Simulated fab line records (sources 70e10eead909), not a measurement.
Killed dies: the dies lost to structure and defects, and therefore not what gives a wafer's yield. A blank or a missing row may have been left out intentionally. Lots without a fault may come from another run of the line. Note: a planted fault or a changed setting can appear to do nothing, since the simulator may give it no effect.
Comparing a struck lot with a sound one ; flow nandHarc ; 14 out of 1159 route steps
Sound: wafers L809.1, L809.4, L809.6. Struck: wafers L826.2, L826.5. (L826.6 of the same lot was not struck and is left out.) The cause comes at the end.
Each step with rows lists, per side, the tool, then ch with its chambers, then its first start. Under that, the readings that differ: sound wafers ; struck wafers ; difference of the means ; sigmas: that difference in standard deviations of wafers without a fault.
alike: same words and numbers on both sides, and readings whose means sit less than 2 such deviations apart. not compared: any withheld reading, any reading some wafer has no value for, any bound like >300 that may hide the same value, and any number with overlapping values for which the record gives no deviation.
Wherever a step has rows on one side only, a row that says differs or no value, or a row with sigmas, the two part there. Numbers that don't overlap but have no deviation are shown without sigmas and don't part them. Lack of a reading on every wafer of one side parts them only where that side has two or more wafers.

first, 9 steps without rows for these wafers: NHARC_THIN_TSV_PVD_24 (deposits Al, target thk 800 nm); NHARC_THIN_TSV_DEHYDRATE_25 (time 120 s); NHARC_THIN_TSV_HMDS_26 (time 30 s); NHARC_THIN_TSV_COAT_27; NHARC_THIN_TSV_SOFTBAKE_28 (time 95 s); NHARC_THIN_TSV_EBR_29; NHARC_THIN_TSV_EXPOSE_30 (exposes mask PAD); NHARC_THIN_TSV_PEB_31 (peb time 85 s); NHARC_THIN_TSV_DEVELOP_32 (time 70 s).
NHARC_THIN_TSV_CD_MEAS_33: target cd 5000 nm.
  sound on cdSem-02 ch 0, day 19 18:30; struck on cdSem-01 ch 0, day 23 12:39
  alike: cdNm
then, 1 step without rows for these wafers: NHARC_THIN_TSV_HARDBAKE_34 (time 80 s).
NHARC_THIN_TSV_DESCUM_35: chemistry O2, time 3 s.
  sound on rieDiel-06 ch 1,2, day 19 18:41; struck on rieDiel-08 ch 1,2, day 23 12:49
  alike: drypumpMotorCurrentA, oesProductAu, rfVppV, showerheadPlenumPTorr, throttleValvePct
  not compared: rfHoursCounterH
NHARC_THIN_TSV_ETCH_59: etches the open film in Cl2/BCl3, target depth 880 nm, time 138.1 s.
  sound on rieMetal-03 ch 0,1, day 19 18:49; struck on rieMetal-03 ch 0, day 23 12:58
reading;sound;struck;difference;sigmas
runLengthS (s);159.0 159.6 159.6;134.4 134.5;-25.0;-55
  alike: bcl3FlowSccm, drypumpMotorCurrentA, oesProductAu, throttleValvePct
  not compared: rfHoursCounterH
NHARC_THIN_TSV_ETCH_36: etches the open film in Cl2/BCl3, target depth 65 nm, time 18.571 s.
  sound on rieMetal-03 ch 0,1, day 19 19:05; struck on rieMetal-03 ch 0, day 23 13:12
  alike: drypumpMotorCurrentA, oesProductAu, runLengthS
  not compared: rfHoursCounterH

WHERE THEY PART
Only at NHARC_THIN_TSV_ETCH_59, within this record. Later steps at which nothing parts them and some readings are alike: NHARC_THIN_TSV_ETCH_36.

WHY: what had been put in by the simulator
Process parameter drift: rieMetal-03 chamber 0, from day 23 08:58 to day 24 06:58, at NHARC_THIN_TSV_ETCH_59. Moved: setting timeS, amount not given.
